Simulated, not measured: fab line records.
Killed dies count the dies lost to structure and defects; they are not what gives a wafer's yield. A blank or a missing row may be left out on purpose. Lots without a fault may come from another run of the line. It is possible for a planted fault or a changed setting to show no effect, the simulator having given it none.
The tool behind it: which one? / flow n5-finfet / 10 lots with 27 wafers sampled at 4 steps, on a route of 1938 steps

WHAT THE GAUGES READ, wafer by wafer
N5_BEOL_M4_RC_MEAS_101. Usual: DIBL_N 36.6 mV/V, standard deviation 1.7; DIBL_P 36.7 mV/V, standard deviation 2; IOFF_N 0.16 nA/um, standard deviation 0.033; IOFF_P 0.22 nA/um, standard deviation 0.04; ION_N 673 uA/um, standard deviation 12; ION_P 463 uA/um, standard deviation 7.9; SS_N 71.7 mV/dec, standard deviation 0.58; SS_P 73.3 mV/dec, standard deviation 0.64; VT_N 249 mV, standard deviation 3.3; VT_P -249 mV, standard deviation 3.1.
lot=L592; measured=day 8 05:27; on=prober-02; DIBL_N (mV/V)=37.2 35.7 38.3; DIBL_P (mV/V)=37.2 36.2 38.0; IOFF_N (nA/um)=0.15 0.14 0.17; IOFF_P (nA/um)=0.21 0.21 0.24; ION_N (uA/um)=653 671 683; ION_P (uA/um)=451 465 471; SS_N (mV/dec)=72.2 71.2 72.2; SS_P (mV/dec)=73.9 73.9 73.5; VT_N (mV)=252 247 249; VT_P (mV)=-254 -248 -252; flag=
lot=L594; measured=day 8 21:10; on=prober-01; DIBL_N (mV/V)=34.2 38.3 37.9; DIBL_P (mV/V)=32.2 36.5 36.1; IOFF_N (nA/um)=0.10 0.18 0.16; IOFF_P (nA/um)=0.16 0.22 0.21; ION_N (uA/um)=654 671 673; ION_P (uA/um)=450 461 459; SS_N (mV/dec)=70.8 71.7 72.9; SS_P (mV/dec)=72.2 73.6 73.3; VT_N (mV)=257 250 251; VT_P (mV)=-253 -249 -251; flag=
lot=L596; measured=day 9 03:50; on=prober-02; DIBL_N (mV/V)=35.9 35.9 36.2; DIBL_P (mV/V)=36.8 37.5 36.7; IOFF_N (nA/um)=0.18 0.19 0.20; IOFF_P (nA/um)=0.22 0.24 0.24; ION_N (uA/um)=673 684 679; ION_P (uA/um)=455 461 458; SS_N (mV/dec)=71.8 72.5 72.3; SS_P (mV/dec)=72.9 73.3 73.2; VT_N (mV)=247 244 246; VT_P (mV)=-251 -250 -250; flag=
lot=L598; measured=day 9 20:04; on=prober-02; DIBL_N (mV/V)=37.1 38.8 38.6; DIBL_P (mV/V)=36.4 38.9 37.4; IOFF_N (nA/um)=0.16 0.21 0.19; IOFF_P (nA/um)=0.18 0.21 0.19; ION_N (uA/um)=672 690 672; ION_P (uA/um)=451 458 454; SS_N (mV/dec)=71.4 71.8 72.3; SS_P (mV/dec)=73.4 74.2 73.7; VT_N (mV)=251 243 247; VT_P (mV)=-255 -251 -252; flag=
lot=L601; measured=day 10 17:08; on=prober-01; DIBL_N (mV/V)=35.1 35.9 36.2; DIBL_P (mV/V)=36.0 36.4 37.3; IOFF_N (nA/um)=0.15 0.18 0.19; IOFF_P (nA/um)=0.22 0.23 0.25; ION_N (uA/um)=673 663 678; ION_P (uA/um)=458 456 469; SS_N (mV/dec)=71.7 72.3 71.9; SS_P (mV/dec)=73.3 74.0 73.4; VT_N (mV)=250 249 249; VT_P (mV)=-246 -249 -248; flag=
lot=L602; measured=day 10 23:00; on=prober-01; DIBL_N (mV/V)=38.0 38.7 37.4; DIBL_P (mV/V)=36.8 37.3 36.1; IOFF_N (nA/um)=0.17 0.19 0.16; IOFF_P (nA/um)=0.23 0.25 0.23; ION_N (uA/um)=673 683 670; ION_P (uA/um)=459 459 462; SS_N (mV/dec)=72.2 72.0 71.8; SS_P (mV/dec)=73.5 74.0 73.5; VT_N (mV)=249 248 250; VT_P (mV)=-250 -247 -248; flag=
lot=L605; measured=day 11 07:52; on=prober-02; DIBL_N (mV/V)=37.6 36.6; DIBL_P (mV/V)=36.5 35.4; IOFF_N (nA/um)=0.17 0.15; IOFF_P (nA/um)=0.23 0.20; ION_N (uA/um)=677 670; ION_P (uA/um)=465 463; SS_N (mV/dec)=71.9 71.9; SS_P (mV/dec)=72.9 72.6; VT_N (mV)=248 250; VT_P (mV)=-250 -251; flag=
lot=L607; measured=day 12 15:14; on=prober-02; DIBL_N (mV/V)=33.8 40.6; DIBL_P (mV/V)=32.9 42.1; IOFF_N (nA/um)=0.11 0.27; IOFF_P (nA/um)=0.17 0.35; ION_N (uA/um)=653 686; ION_P (uA/um)=454 471; SS_N (mV/dec)=71.0 72.9; SS_P (mV/dec)=71.8 74.0; VT_N (mV)=254 239; VT_P (mV)=-251 -246; flag=
lot=L606; measured=day 12 15:22; on=prober-01; DIBL_N (mV/V)=33.3 37.5; DIBL_P (mV/V)=33.7 38.1; IOFF_N (nA/um)=0.12 0.19; IOFF_P (nA/um)=0.16 0.24; ION_N (uA/um)=678 675; ION_P (uA/um)=468 473; SS_N (mV/dec)=70.8 71.2; SS_P (mV/dec)=72.7 73.4; VT_N (mV)=251 247; VT_P (mV)=-256 -252; flag=
lot=L611; measured=day 13 23:58; on=prober-02; DIBL_N (mV/V)=38.8 39.8 38.0; DIBL_P (mV/V)=39.4 39.9 37.9; IOFF_N (nA/um)=0.23 0.24 0.19; IOFF_P (nA/um)=0.33 0.33 0.29; ION_N (uA/um)=705 710 676; ION_P (uA/um)=492 487 473; SS_N (mV/dec)=72.3 71.7 71.3; SS_P (mV/dec)=74.1 73.6 73.4; VT_N (mV)=243 243 247; VT_P (mV)=-241 -240 -245; flag=

N5_PASSIVATION_INSPECT_61: inspects for defects (macro). Usual: raw-defect-count 2.1, standard deviation 1.4.
lot=L592; measured=day 11 23:57; on=defect-inspect-02; raw-defect-count=2 4 1; flag=
lot=L594; measured=day 13 03:38; on=defect-inspect-01; raw-defect-count=0 6 3; flag=
lot=L596; measured=day 13 14:19; on=defect-inspect-01; raw-defect-count=1 5 4; flag=
lot=L598; measured=day 14 10:23; on=defect-inspect-02; raw-defect-count=3 0 3; flag=
lot=L601; measured=day 15 01:05; on=defect-inspect-02; raw-defect-count=1 1 4; flag=
lot=L602; measured=day 15 19:44; on=defect-inspect-02; raw-defect-count=4 1 2; flag=
lot=L605; measured=day 15 16:05; on=defect-inspect-01; raw-defect-count=2; flag=
lot=L606; measured=day 16 08:10; on=defect-inspect-02; raw-defect-count=1; flag=
lot=L611; measured=day 17 19:10; on=defect-inspect-01; raw-defect-count=3 0 1; flag=

N5_PASSIVATION_OVL_MEAS_63. Usual: for PAD_OVL the level is -8 nm and the standard deviation is 5.3.
lot=L592; measured=day 12 01:32; on=overlay-02; PAD_OVL (nm)=-9 -5 -6; flag=
lot=L594; measured=day 13 05:20; on=overlay-02; PAD_OVL (nm)=-5 -14 -10; flag=
lot=L596; measured=day 13 15:58; on=overlay-01; PAD_OVL (nm)=-16 -18 -14; flag=
lot=L598; measured=day 14 13:11; on=overlay-02; PAD_OVL (nm)=-9 -9 -16; flag=
lot=L601; measured=day 15 02:31; on=overlay-01; PAD_OVL (nm)=-6 -8 -2; flag=
lot=L602; measured=day 15 21:16; on=overlay-02; PAD_OVL (nm)=1 -6 -9; flag=
lot=L605; measured=day 15 17:42; on=overlay-01; PAD_OVL (nm)=-3; flag=
lot=L606; measured=day 16 09:55; on=overlay-02; PAD_OVL (nm)=-3; flag=
lot=L611; measured=day 17 21:11; on=overlay-01; PAD_OVL (nm)=-5 4 -10; flag=

EACH LOT AND THE TOOL THAT RAN IT (in order: tool; ch and the chambers of the sampled wafers; start)
lot=L592; N5_MIM_TOP_ETCH_PECVD_03=pecvd-04 ch 1,2, day 11 22:04
lot=L594; N5_MIM_TOP_ETCH_PECVD_03=pecvd-02 ch 0,1, day 12 20:17
lot=L596; N5_MIM_TOP_ETCH_PECVD_03=pecvd-02 ch 0,1,2, day 13 12:31
lot=L598; N5_MIM_TOP_ETCH_PECVD_03=pecvd-04 ch 0,1, day 14 06:26
lot=L601; N5_MIM_TOP_ETCH_PECVD_03=pecvd-03 ch 0,1, day 14 23:16
lot=L602; N5_MIM_TOP_ETCH_PECVD_03=pecvd-03 ch 0,1,2, day 15 17:48
lot=L605; N5_MIM_TOP_ETCH_PECVD_03=pecvd-02 ch 1, day 15 10:23
lot=L607; N5_MIM_TOP_ETCH_PECVD_03=pecvd-02 ch 1,2, day 16 10:26
lot=L606; N5_MIM_TOP_ETCH_PECVD_03=pecvd-02 ch 0,1, day 16 05:08
lot=L611; N5_MIM_TOP_ETCH_PECVD_03=pecvd-04 ch 0,1, day 17 14:29
- N5_MIM_TOP_ETCH_PECVD_03: deposits SiNx from SiH4/NH3/N2, target thk 20 nm, time 17.6 s.

AS READ BY THE TOOLS THEMSELVES (means over the sampled wafers that have a number; for cases with no such wafer, the mark the record gives instead)
N5_MIM_TOP_ETCH_PECVD_03. Usual: chamber-pressure-Torr 1.500 Torr, standard deviation 0.0033; heater-power-outer-w 458 W, standard deviation 99; heater-power-w 751 W, standard deviation 160; showerhead-plenum-p-Torr 5.15 Torr, standard deviation 0.084; throttle-valve-pct 38.9 %, standard deviation 2.1.
lot=L592; tool=pecvd-04; chamber-pressure-Torr (Torr)=1.500; heater-power-outer-w (W)=470; heater-power-w (W)=780; showerhead-plenum-p-Torr (Torr)=5.09; throttle-valve-pct (%)=38.8; flag=
lot=L594; tool=pecvd-02; chamber-pressure-Torr (Torr)=1.500; heater-power-outer-w (W)=391; heater-power-w (W)=667; showerhead-plenum-p-Torr (Torr)=5.19; throttle-valve-pct (%)=40.5; flag=
lot=L596; tool=pecvd-02; chamber-pressure-Torr (Torr)=1.498; heater-power-outer-w (W)=445; heater-power-w (W)=733; showerhead-plenum-p-Torr (Torr)=5.18; throttle-valve-pct (%)=38.9; flag=
lot=L598; tool=pecvd-04; chamber-pressure-Torr (Torr)=1.498; heater-power-outer-w (W)=385; heater-power-w (W)=606; showerhead-plenum-p-Torr (Torr)=5.18; throttle-valve-pct (%)=38.4; flag=
lot=L601; tool=pecvd-03; chamber-pressure-Torr (Torr)=1.499; heater-power-outer-w (W)=558; heater-power-w (W)=887; showerhead-plenum-p-Torr (Torr)=5.13; throttle-valve-pct (%)=40.9; flag=
lot=L602; tool=pecvd-03; chamber-pressure-Torr (Torr)=1.498; heater-power-outer-w (W)=534; heater-power-w (W)=855; showerhead-plenum-p-Torr (Torr)=5.15; throttle-valve-pct (%)=38.7; flag=
lot=L605; tool=pecvd-02; chamber-pressure-Torr (Torr)=1.501; heater-power-outer-w (W)=454; heater-power-w (W)=724; showerhead-plenum-p-Torr (Torr)=5.16; throttle-valve-pct (%)=41.2; flag=
lot=L607; tool=pecvd-02; chamber-pressure-Torr (Torr)=1.501; heater-power-outer-w (W)=503; heater-power-w (W)=820; showerhead-plenum-p-Torr (Torr)=5.15; throttle-valve-pct (%)=38.5; flag=
lot=L606; tool=pecvd-02; chamber-pressure-Torr (Torr)=1.498; heater-power-outer-w (W)=434; heater-power-w (W)=714; showerhead-plenum-p-Torr (Torr)=5.19; throttle-valve-pct (%)=40.6; flag=
lot=L611; tool=pecvd-04; chamber-pressure-Torr (Torr)=1.503; heater-power-outer-w (W)=375; heater-power-w (W)=623; showerhead-plenum-p-Torr (Torr)=5.18; throttle-valve-pct (%)=38.5; flag=

THE ANSWER, worked out from the rows above alone
Rule: lot off if the mean of its wafers having a number is beyond 3 standard deviations from the usual mean. A lot without any number at a reading at which 4 lots or more have one is off too. The other lots that the step has rows for count as sound. After the gauges, taken in route order, come the tools' own readings; for these a lot's mean is taken, as printed above. At the first step where some lot is off, the reading lying furthest off is the one used; lots without a number count as furthest.
Across all readings shown, no lot is off: no conclusion can be drawn from this.

WHAT THE SIMULATOR HAD PUT IN
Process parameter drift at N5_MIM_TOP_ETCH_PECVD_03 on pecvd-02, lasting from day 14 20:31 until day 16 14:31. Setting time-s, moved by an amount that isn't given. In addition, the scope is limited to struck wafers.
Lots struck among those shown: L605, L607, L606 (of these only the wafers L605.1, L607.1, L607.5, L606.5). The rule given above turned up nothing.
